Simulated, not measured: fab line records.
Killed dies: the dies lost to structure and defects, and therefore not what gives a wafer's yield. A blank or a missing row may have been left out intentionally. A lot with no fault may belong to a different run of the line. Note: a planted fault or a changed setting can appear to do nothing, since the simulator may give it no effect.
Chamber matching -- flow n5 finfet -- N5_SD_EPI_P_DESCUM_14 on rie diel-05: 4 sister chambers
The step chemistry O2, time 7.9 s. 8 wafers are shown with their chamber, then 11 later ones without.

== EACH WAFER AND ITS CHAMBER ==
wafer,chamber,drypump motor current A (A),throttle valve pct (%)
L086.3,2,5.5,20.34
L086.4,3,5.6,20.91
L088.1,1,6.7,20.64
L088.3,2,5.5,20.33
L089.1,0,5.4,20.51
L089.4,3,5.6,20.92
L089.6,1,6.8,20.65
L091.1,0,5.4,20.56

== WAFERS WITH NO CHAMBER GIVEN ==
wafer,drypump motor current A (A),throttle valve pct (%)
L091.4,6.7,20.66
L091.5,5.5,20.36
L094.1,6.8,20.66
L094.5,5.6,20.95
L094.6,5.4,20.55
L096.1,6.7,20.66
L096.3,5.4,20.57
L096.5,5.4,20.54
L097.2,6.7,20.63
L097.4,5.4,20.54
L097.6,5.6,20.93

== CHAMBER TAKEN BY EACH ==
wafer,from the rows above,in truth
L091.4,1,1
L091.5,2,2
L094.1,1,1
L094.5,3,3
L094.6,0,0
L096.1,1,1
L096.3,0,0
L096.5,0,0
L097.2,1,1
L097.4,0,0
L097.6,3,3
Placed correctly: 11 of 11. From these rows, 0 cannot be placed. Number placed wrongly: 0.
How it was worked out, from the rows above alone: a wafer's distance from a chamber is the root of the sum, over the readings, of the square of ((its reading less the chamber's mean) divided by the reading's scatter). If the next closest chamber is less than 2 further off than the closest, the wafer can't be placed; otherwise it belongs to the closest. Each chamber's mean is taken over the wafers shown for it. The scatter is the square root of a quotient: the sum, over the shown wafers, of each reading's squared deviation from its chamber's mean, divided by wafers minus chambers.
